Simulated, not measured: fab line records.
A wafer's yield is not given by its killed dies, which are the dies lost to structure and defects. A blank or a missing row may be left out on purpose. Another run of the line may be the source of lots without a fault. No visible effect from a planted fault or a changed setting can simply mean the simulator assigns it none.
fab line records -- flow n5_finfet
[record] lots = 5, wafers = 15, last_day = 18
route steps=1938 shown BEOL_M4@1050 PASSIVATION@1936
lots untouched by any fault: they come from a run of this same line in which no faults occurred
start_h: start of the lot's first displayed wafer, in hours after the record's first day -- wait_h: time in hours since the lot's previous step -- " same as the row above -- L1.1+2: one row covering several wafers at once -- - value missing, or start not given -- * or withheld: withheld -- < > ~ a bound
route shown NAME@n: NAME is a module with steps in the file, n the number in the route of the first one -- usual: mean/standard deviation of fault-free wafers -- same: alike in all rows -- chamber/n: place in a boat -- sites: per-site readings -- _std_site: their standard deviation -- _edge_site: the outer-site mean with the inner-site mean subtracted -- radius_mm: for every site, how far away it sits from the centre of the wafer -- mask NAME#n: copy n -- behind: tool/chamber where the wafer was last shaped -- hold: what put the lot on hold/how long, in hours/how the hold closed -- device: which transistor (n, p or np) failed to switch -- end of line: the tests these same wafers got at the end of their route -- step lacking rows: just its recipe -- killed: not the wafer's yield, but the dies lost to structure and defects at the first sort -- map: dies across one wafer; x = killed, . = not, _ = none there
set.NAME: the run value of the setting; set.NAME@STEP: its run value at that earlier step -- model.NAME: the simulator's own value behind a step, which no gauge read
lots at some steps of the route; a table a step, a row a wafer
services: when a tool's chamber went out of use (start_h, in hours from the record's first day, below 0 if earlier), for how many hours, and the reason
[[steps]]
[step N5_BEOL_M4_COAT_22]
[recipe] resist = CAR-EUV, spin_rpm = 1500, resist_thk_nm = 30
[step N5_BEOL_M4_EBR_24]
[recipe] solvent = PGMEA, ebr_width_mm = 1.5
[step N5_BEOL_M4_SOFTBAKE_23]
[recipe] temp_c = 110, time_s = 60, resist = CAR-EUV
[step N5_BEOL_M4_EXPOSE_25]
[recipe] mask_id = V3, na = 0.33, source_shape = quasar, sigma_inner = 0.2, sigma_outer = 0.8, polarization = unpolarized, defocus_nm = 5, dose_mj = 63
[step N5_BEOL_M4_PEB_26]
[recipe] peb_temp_c = 100, peb_time_s = 60, resist = CAR-EUV
[step N5_BEOL_M4_DEVELOP_27]
[recipe] develop_time_s = 30, developer = TMAH, resist = CAR-EUV, rinse_liquid = surfactant_rinse, dry = air_spin, dev_temp_c = 23
[step N5_BEOL_M4_CD_MEAS_28]
[recipe] target_cd_nm = 26.2, landing_energy_ev = 500, detector = se_inlens, target_cd_y_nm = 24.1, polarity = opening
[usual] cd_nm = 26.20/0.25
lot.wafer,tool,chamber,start_h,wait_h,cd_nm
L869.1,cd_sem-01,0,187.53,-,26.30
L869.2,cd_sem-01,0,187.53,-,25.99
L869.6,cd_sem-01,0,187.53,-,26.05
L872.2,cd_sem-03,0,197.20,-,26.16
L872.4,cd_sem-03,0,197.20,-,25.69
L872.5,cd_sem-03,0,197.20,-,25.96
L877.1,cd_sem-03,0,203.79,-,26.33
L877.3,cd_sem-03,0,203.79,-,26.43
L877.6,cd_sem-03,0,203.79,-,25.84
L889.3,cd_sem-03,0,297.01,-,26.26
L889.5,cd_sem-03,0,297.01,-,26.20
L889.6,cd_sem-03,0,297.01,-,26.49
L890.1,cd_sem-03,0,300.93,-,26.38
L890.2,cd_sem-03,0,300.93,-,25.98
L890.3,cd_sem-03,0,300.93,-,26.04
[step N5_BEOL_M4_OVL_MEAS_29]
[recipe] points_per_wafer = 522
[usual] V3_OVL = 0.1/0.71
[same] points_per_wafer = 522
lot.wafer,tool,chamber,start_h,wait_h,V3_OVL[nm]
L869.1,overlay-02,0,187.56,0.0,1.4
L869.2,overlay-02,0,187.56,0.0,0.1
L869.6,overlay-02,0,187.56,0.0,-0.5
L872.2,overlay-02,0,197.23,0.0,0.2
L872.4,overlay-02,0,197.23,0.0,-0.5
L872.5,overlay-02,0,197.23,0.0,-0.6
L877.1,overlay-02,0,203.82,0.0,-1.4
L877.3,overlay-02,0,203.82,0.0,-0.8
L877.6,overlay-02,0,203.82,0.0,-0.8
L889.3,overlay-01,0,297.05,0.0,0.3
L889.5,overlay-01,0,297.05,0.0,0.2
L889.6,overlay-01,0,297.05,0.0,0.3
L890.1,overlay-01,0,300.96,0.0,1.4
L890.2,overlay-01,0,300.96,0.0,2.1
L890.3,overlay-01,0,300.96,0.0,0.7
[step N5_BEOL_M4_INSPECT_30]
[recipe] mode = adi, inspect_instrument = brightfield
[usual] raw_defect_count = 448/83
lot.wafer,tool,chamber,start_h,wait_h,raw_defect_count
L869.1,defect_inspect-02,-,187.61,0.1,588
L869.2,defect_inspect-02,-,187.61,0.1,479
L869.6,defect_inspect-02,-,187.61,0.1,353
L872.2,defect_inspect-01,-,197.28,0.0,374
L872.4,defect_inspect-01,-,197.28,0.0,413
L872.5,defect_inspect-01,-,197.28,0.0,503
L877.1,defect_inspect-02,-,203.88,0.1,411
L877.3,defect_inspect-02,-,203.88,0.1,373
L877.6,defect_inspect-02,-,203.88,0.1,463
L889.3,defect_inspect-01,-,297.10,0.0,448
L889.5,defect_inspect-01,-,297.10,0.0,531
L889.6,defect_inspect-01,-,297.10,0.0,456
L890.1,defect_inspect-02,-,301.03,0.1,573
L890.2,defect_inspect-02,-,301.03,0.1,386
L890.3,defect_inspect-02,-,301.03,0.1,419
[step N5_BEOL_M4_DESCUM_33]
[recipe] chemistry = O2, time_s = 7, source_power_w = 50, bias_power_w = 20, pressure_mtorr = 20, rf_frequency_hz = 2.712e+07, temp_c = 40, resist = CAR-EUV, o2_flow_sccm = 225
[usual] bias_power_w = 20.01/0.063, chamber_pressure_mTorr = 19.999/0.02, drypump_motor_current_A = 5.7/0.44, oes_product_au = 0.83/0.09, rf_vpp_V = 242.7/1.2, showerhead_plenum_p_Torr = 2.07/0.063, throttle_valve_pct = 20.43/0.26
lot.wafer,tool,chamber,start_h,wait_h,bias_power_w,chamber_pressure_mTorr,drypump_motor_current_A,oes_product_au,rf_hours_counter_h,rf_vpp_V,showerhead_plenum_p_Torr,throttle_valve_pct
L869.1,rie_diel-06,2,187.65,0.0,20.07,19.954,4.9,0.90,45,243.9,2.13,20.56
L869.2,rie_diel-06,0,187.65,0.0,20.01,19.998,5.8,0.78,121,242.2,2.00,20.01
L869.6,rie_diel-06,0,187.65,0.0,19.97,19.989,5.7,0.77,-,243.0,2.00,19.99
L872.2,rie_diel-06,0,197.32,0.0,20.05,19.970,5.8,0.77,123,243.5,2.00,20.00
L872.4,rie_diel-06,2,197.32,0.0,20.08,19.997,4.9,0.91,48,243.2,2.13,20.59
L872.5,rie_diel-06,0,197.32,0.0,20.01,20.013,5.7,0.78,-,241.9,2.00,20.01
L877.1,rie_diel-01,0,203.91,0.0,20.07,19.974,4.9,0.67,241,242.2,2.06,20.79
L877.3,rie_diel-01,3,203.91,0.0,19.96,20.000,6.0,0.82,86,241.8,2.03,20.07
L877.6,rie_diel-01,0,203.91,0.0,20.04,20.000,4.9,0.67,-,242.4,2.06,20.79
L889.3,rie_diel-01,1,297.19,0.1,19.97,20.013,6.3,0.87,40,241.9,2.05,20.38
L889.5,rie_diel-01,1,297.19,0.1,19.98,20.015,6.3,0.87,-,241.2,2.05,20.37
L889.6,rie_diel-01,2,297.19,0.1,20.04,19.990,5.8,0.84,-,242.9,2.06,20.70
L890.1,rie_diel-01,2,301.06,0.0,20.09,20.020,5.8,0.83,71,242.5,2.06,20.69
L890.2,rie_diel-01,1,301.06,0.0,20.02,20.012,6.3,0.87,41,244.0,2.05,20.38
L890.3,rie_diel-01,0,301.06,0.0,20.01,19.949,4.8,0.90,14,242.5,2.05,20.54
[step N5_BEOL_M4_ETCH_77]
[recipe] chemistry = N2/H2, target = underlayer, target_depth_a = 65, mask_material = CAR-EUV, time_s = 5.2, ion_energy_ev = 200, pressure_mtorr = 30, source_w = 840, bias_w = 150, n2_flow_sccm = 200, h2_flow_sccm = 200, ends = cleared
[usual] chamber_pressure_mTorr = 30.00/0.04, drypump_motor_current_A = 5.8/0.44, etch_rf_on_time_s = 5.21/0.14, oes_product_au = 0.70/0.075, rf_vpp_V = 523.1/2.5, showerhead_plenum_p_Torr = 2.50/0.073, throttle_valve_pct = 17.75/0.27
lot.wafer,tool,chamber,start_h,wait_h,chamber_pressure_mTorr,drypump_motor_current_A,etch_rf_on_time_s,oes_product_au,rf_hours_counter_h,rf_vpp_V,showerhead_plenum_p_Torr,throttle_valve_pct
L869.1,rie_diel-06,2,187.68,0.0,30.05,4.9,4.99,0.78,45,524.6,2.59,18.06
L869.2,rie_diel-06,0,187.68,0.0,30.04,5.7,5.21,0.66,121,520.8,2.44,17.47
L869.6,rie_diel-06,0,187.68,0.0,30.03,5.8,5.21,0.66,-,521.6,2.44,17.48
L872.2,rie_diel-06,0,197.35,0.0,30.03,5.7,5.17,0.66,123,522.7,2.44,17.47
L872.4,rie_diel-06,2,197.35,0.0,29.91,4.9,5.04,0.77,48,525.7,2.59,18.05
L872.5,rie_diel-06,0,197.35,0.0,29.98,5.7,5.17,0.66,-,521.1,2.44,17.49
L877.1,rie_diel-01,0,203.95,0.0,29.98,4.9,5.09,0.59,241,523.3,2.50,18.24
L877.3,rie_diel-01,3,203.95,0.0,29.94,6.1,5.17,0.69,86,523.3,2.46,17.47
L877.6,rie_diel-01,0,203.95,0.0,30.00,4.9,5.12,0.58,-,524.0,2.50,18.28
L889.3,rie_diel-01,1,297.22,0.0,30.02,6.4,5.24,0.74,40,522.7,2.46,17.52
L889.5,rie_diel-01,1,297.22,0.0,30.05,6.4,5.25,0.73,-,523.5,2.46,17.51
L889.6,rie_diel-01,2,297.22,0.0,30.00,5.7,5.49,0.68,-,521.9,2.45,17.79
L890.1,rie_diel-01,2,301.10,0.0,30.02,5.7,5.44,0.69,71,523.4,2.45,17.80
L890.2,rie_diel-01,1,301.10,0.0,30.04,6.3,5.23,0.73,41,521.3,2.46,17.52
L890.3,rie_diel-01,0,301.10,0.0,30.01,4.9,5.02,0.78,14,520.3,2.49,17.92
[step N5_BEOL_M4_ETCH_69]
[recipe] chemistry = CF4, target = SiARC, target_depth_a = 156, mask_material = CAR-EUV, time_s = 26, ion_energy_ev = 80, pressure_mtorr = 40, source_w = 545, bias_w = 36, Ar_flow_sccm = 100, cf4_flow_sccm = 100, ends = cleared
[usual] chamber_pressure_mTorr = 40.00/0.038, drypump_motor_current_A = 5.7/0.44, etch_rf_on_time_s = 26.0/0.7, oes_product_au = 0.70/0.074, rf_vpp_V = 183.7/1.1, showerhead_plenum_p_Torr = 2.11/0.055, throttle_valve_pct = 15.53/0.25
lot.wafer,tool,chamber,start_h,wait_h,chamber_pressure_mTorr,drypump_motor_current_A,etch_rf_on_time_s,oes_product_au,rf_hours_counter_h,rf_vpp_V,showerhead_plenum_p_Torr,throttle_valve_pct
L869.1,rie_diel-06,2,187.70,0.0,39.97,4.9,25.1,0.78,45,184.4,2.16,15.62
L869.2,rie_diel-06,0,187.70,0.0,40.02,5.8,25.8,0.67,121,182.7,2.07,15.35
L869.6,rie_diel-06,0,187.70,0.0,39.98,5.8,25.8,0.67,-,182.9,2.07,15.38
L872.2,rie_diel-06,0,197.37,0.0,39.97,5.8,25.8,0.66,123,183.8,2.07,15.37
L872.4,rie_diel-06,2,197.37,0.0,40.01,4.9,25.3,0.77,48,185.0,2.16,15.63
L872.5,rie_diel-06,0,197.37,0.0,39.98,5.8,25.9,0.66,-,184.6,2.07,15.37
L877.1,rie_diel-01,0,203.97,0.0,40.02,4.9,25.3,0.59,241,182.8,2.13,16.13
L877.3,rie_diel-01,3,203.97,0.0,39.95,6.1,25.8,0.71,86,183.4,2.07,15.17
L877.6,rie_diel-01,0,203.97,0.0,39.95,4.9,25.6,0.58,-,184.2,2.13,16.13
L889.3,rie_diel-01,1,297.24,0.0,39.99,6.3,25.8,0.75,40,184.4,2.08,15.37
L889.5,rie_diel-01,1,297.24,0.0,39.96,6.3,25.9,0.75,-,183.1,2.08,15.38
L889.6,rie_diel-01,2,297.24,0.0,40.03,5.8,27.2,0.69,-,183.8,2.09,15.64
L890.1,rie_diel-01,2,301.12,0.0,40.02,5.8,27.0,0.69,71,184.8,2.08,15.65
L890.2,rie_diel-01,1,301.12,0.0,39.95,6.3,26.0,0.74,41,184.1,2.08,15.38
L890.3,rie_diel-01,0,301.12,0.0,40.01,4.8,25.0,0.79,14,183.3,2.12,15.71
[step N5_BEOL_M4_ALD_98]
[recipe] material = SiO2, target_thk_a = 25, temp_c = 100, ald_precursor_family = BDEAS, ald_co_reactant = O2-plasma, pulse_time_s = 1, co_reactant_pulse_time_s = 1, purge_time_s = 2, co_reactant_purge_time_s = 2, ald_cycles = 17, pressure_torr = 2
[usual] ald_cycles = 17/0, heater_power_w = 78/7, precursor_pulse_height_rel = 1.000/0.019
[same] co_reactant_purge_time_s = 2, pulse_time_s = 1
lot.wafer,tool,chamber,start_h,wait_h,ald_cycles,heater_power_w,precursor_pulse_height_rel,model.SiO2_of_BEOL_M4_ALD_98.thk_nm
L869.1,ald_sin-02,2,188.27,0.5,17,80,0.998,2.4
L869.2,ald_sin-02,1,188.27,0.5,17,82,1.021,2.6
L869.6,ald_sin-02,2,188.27,0.5,17,80,1.007,2.4
L872.2,ald_sin-01,3,197.46,0.1,17,91,1.025,2.4
L872.4,ald_sin-01,1,197.46,0.1,17,81,0.977,2.4
L872.5,ald_sin-01,1,197.46,0.1,17,81,0.994,2.4
L877.1,ald_sin-04,1,205.29,1.3,17,65,1.024,2.6
L877.3,ald_sin-04,2,205.29,1.3,17,78,1.032,2.4
L877.6,ald_sin-04,1,205.29,1.3,17,67,0.984,2.4
L889.3,ald_sin-02,0,297.32,0.1,21,72,1.026,3
L889.5,ald_sin-02,0,297.32,0.1,21,72,1.009,3
L889.6,ald_sin-02,1,297.32,0.1,17,83,1.025,2.6
L890.1,ald_sin-04,0,301.66,0.5,17,63,1.014,2.4
L890.2,ald_sin-04,2,301.66,0.5,17,78,1.028,2.4
L890.3,ald_sin-04,1,301.66,0.5,17,67,1.011,2.4
[step N5_BEOL_M4_ETCHBACK_99]
[recipe] chemistry = CHF3, target = SiO2, target_depth_a = 50, time_s = 10.4, source_w = 215, bias_w = 47, Ar_flow_sccm = 200, CHF3_flow_sccm = 12, ion_energy_ev = 100, pressure_mtorr = 30
[usual] chamber_pressure_mTorr = 29.999/0.028, drypump_motor_current_A = 5.7/0.46, oes_product_au = 0.82/0.084, rf_vpp_V = 240/4.8, showerhead_plenum_p_Torr = 2.12/0.048, throttle_valve_pct = 17.01/0.26
lot.wafer,tool,chamber,start_h,wait_h,chamber_pressure_mTorr,drypump_motor_current_A,oes_product_au,rf_hours_counter_h,rf_vpp_V,showerhead_plenum_p_Torr,throttle_valve_pct
L869.1,rie_diel-01,0,195.25,6.9,29.986,4.9,0.68,238,242,2.14,17.56
L869.2,rie_diel-01,2,195.25,6.9,29.963,5.8,0.87,35,241,2.10,17.04
L869.6,rie_diel-01,2,195.25,6.9,29.980,5.7,0.87,-,242,2.10,17.05
L872.2,rie_diel-06,1,202.57,5.1,29.959,5.8,0.69,226,245,2.12,17.24
L872.4,rie_diel-06,3,202.57,5.1,30.004,6.0,0.66,238,240,2.12,17.42
L872.5,rie_diel-06,3,202.57,5.1,30.016,6.0,0.66,-,240,2.12,17.41
L877.1,rie_diel-01,1,211.85,6.5,29.989,6.3,0.93,9,235,2.11,16.85
L877.3,rie_diel-01,3,211.85,6.5,29.973,6.1,0.82,87,238,2.09,16.68
L877.6,rie_diel-01,1,211.85,6.5,29.949,6.3,0.92,-,235,2.11,16.84
L889.3,rie_diel-01,2,300.40,3.0,29.989,5.8,0.82,71,242,2.09,17.13
L889.5,rie_diel-01,0,300.40,3.0,29.988,4.9,0.92,-,242,2.13,17.20
L889.6,rie_diel-01,3,300.40,3.0,30.032,6.1,0.80,-,237,2.08,16.75
L890.1,rie_diel-01,2,303.77,2.1,29.985,5.8,0.82,72,240,2.09,17.12
L890.2,rie_diel-01,0,303.77,2.1,30.030,4.8,0.92,15,242,2.13,17.22
L890.3,rie_diel-01,1,303.77,2.1,29.998,6.3,0.85,42,233,2.10,16.91
[step N5_BEOL_M4_RC_MEAS_101]
[usual] DIBL_N = 35.6/1.7, DIBL_P = 35.0/2, IOFF_N = 0.148/0.027, IOFF_P = 0.19/0.032, ION_N = 671/14, ION_P = 460/9.1, SS_N = 71.3/0.62, SS_P = 73.0/0.64, VT_N = 251/3.2, VT_P = -251.5/2.9
lot.wafer,tool,chamber,start_h,wait_h,DIBL_N[mV/V],DIBL_P[mV/V],IOFF_N[nA/um],IOFF_P[nA/um],ION_N[uA/um],ION_P[uA/um],SS_N[mV/dec],SS_P[mV/dec],VT_N[mV],VT_P[mV]
L869.1,prober-02,0,199.78,0.0,35.3,35.6,0.144,0.17,665,456,70.9,73.0,252,-251.6
L869.2,prober-02,0,199.78,0.0,35.4,36.0,0.151,0.18,679,456,70.8,73.7,250,-251.5
L869.6,prober-02,0,199.78,0.0,32.9,33.6,0.115,0.15,676,458,70.5,73.3,255,-253.2
L872.2,prober-01,0,207.36,0.2,38.3,39.0,0.181,0.21,695,469,72.0,73.3,248,-254.1
L872.4,prober-01,0,207.36,0.2,37.6,38.6,0.169,0.21,679,460,71.3,74.3,247,-252.7
L872.5,prober-01,0,207.36,0.2,37.6,38.6,0.173,0.21,698,474,71.3,74.1,250,-252.1
L877.1,prober-02,0,217.39,0.0,35.7,34.8,0.150,0.21,679,469,71.5,72.9,251,-249.0
L877.3,prober-02,0,217.39,0.0,37.2,37.8,0.198,0.27,692,481,71.6,74.5,245,-244.9
L877.6,prober-02,0,217.39,0.0,34.9,34.9,0.145,0.21,679,471,71.1,73.0,252,-246.8
L889.3,prober-02,0,305.54,0.3,37.1,35.2,0.139,0.20,672,466,71.4,72.7,254,-249.0
L889.5,prober-02,0,305.54,0.3,38.1,37.9,0.180,0.25,701,479,71.5,72.9,248,-249.3
L889.6,prober-02,0,305.54,0.3,36.0,34.7,0.131,0.19,667,458,71.0,73.1,252,-251.6
L890.1,prober-02,0,308.39,0.0,34.3,32.2,0.131,0.17,661,456,71.4,72.9,250,-251.8
L890.2,prober-02,0,308.39,0.0,38.1,37.4,0.208,0.26,696,476,72.1,73.8,245,-246.6
L890.3,prober-02,0,308.39,0.0,35.2,33.9,0.154,0.19,671,462,71.3,73.0,247,-250.4
[step N5_PASSIVATION_PROBE_49]
[usual] defect_limited_yield = 91.2/1.6, killed_at_M0_to_M3 = 35/11, killed_at_M4_up = 14/5.4, killed_at_contacts = 13/6, killed_at_front_end = 38/11, killed_at_other = 3.4/2.6, killed_dies = 104/19, killed_open = 68/13, killed_short = 34/8.5, sort_bin_5_function = 5.1/1, sort_bin_6_memory = 3.3/0.72, sort_n_pass = 1075/22, sort_yield_pct = 91.1/1.9
[same] gross_dies = 1180, killed_at_back_side = 0, sort_bin_4_leakage[%] = 0, sort_bin_8_speed[%] = 0
lot.wafer,tool,chamber,start_h,wait_h,defect_limited_yield[%],killed_at_M0_to_M3,killed_at_M4_up,killed_at_contacts,killed_at_front_end,killed_at_other,killed_dies,killed_open,killed_short,sort_bin_5_function[%],sort_bin_6_memory[%],sort_n_pass,sort_yield_pct[%]
L889.5,prober-01,-,409.17,0.2,87.2,21,25,22,83,0,151,103,35,7.1,4.2,1029,87.2
// killed by level:class
L889.5 STI_FIN_REVEAL:geometric_particle:open=27 MOL_CONTACT_COAG:geometric_particle:open=20 FIN_SAQP:geometric_particle:open=19 HKMG_FIN:area_etch=13 BEOL_M4:geometric_particle:open=9 BEOL_M4:geometric_particle:short=9 FIN_SAQP:geometric_particle:short=8 BEOL_M3:geometric_particle:open=8
[[services]]
tool,chamber,start_h,hours,kind
ald_sin-04,-,176.75,14.0,pm
ald_sin-04,0,176.75,14.0,vent_cycle
ald_sin-04,1,176.75,14.0,vent_cycle
ald_sin-04,2,176.75,14.0,vent_cycle
ald_sin-04,3,176.75,14.0,vent_cycle
ald_sin-04,0,190.75,-,clean
rie_diel-06,1,214.36,13.2,repair
ald_sin-02,3,223.43,9.2,repair
rie_diel-01,0,238.87,-,clean
rie_diel-01,0,238.87,-,consumable_replace:focus_ring
rie_diel-01,0,238.87,17.9,scheduled_down
rie_diel-01,0,238.87,17.9,vent_cycle
rie_diel-06,3,242.28,-,clean
rie_diel-06,3,242.28,-,consumable_replace:focus_ring
rie_diel-06,3,242.28,19.6,scheduled_down
rie_diel-06,3,242.28,19.6,vent_cycle
ald_sin-04,-,247.26,2.8,pm
ald_sin-04,1,256.51,4.2,repair
ald_sin-01,0,261.75,12.5,repair
ald_sin-02,-,261.90,1.5,repair
rie_diel-06,1,282.21,-,clean
rie_diel-06,1,282.21,-,consumable_replace:focus_ring
rie_diel-06,1,282.21,13.8,scheduled_down
rie_diel-06,1,282.21,13.8,vent_cycle
[[key]]
[first_sign] step = N5_BEOL_M4_ALD_98, reading = ald_cycles, direction = up, sigmas = 99+, usual = *, struck = *
effect none on later readings
[model_effect] step = N5_BEOL_M4_ALD_98, value = SiO2_of_BEOL_M4_ALD_98.thk_nm, without = 2.5, struck = 3
met_at N5_BEOL_M4_ALD_98
struck_wafers L889.3,L889.5
[baseline_loss] step = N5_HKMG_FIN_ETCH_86, wafers = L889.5
[fault] kind = process_parameter_drift, tool = ald_sin-02, chamber = 0, onset_h = 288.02, steps = N5_BEOL_M4_ALD_98, channel = ald_cycles, offset = *, shape = step, end_h = 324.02, acts_in = *, stated = *
// baseline_loss: these wafers lose ten dies or more at that step, a loss of the line's own and not of a fault; the sort's usual values leave them out
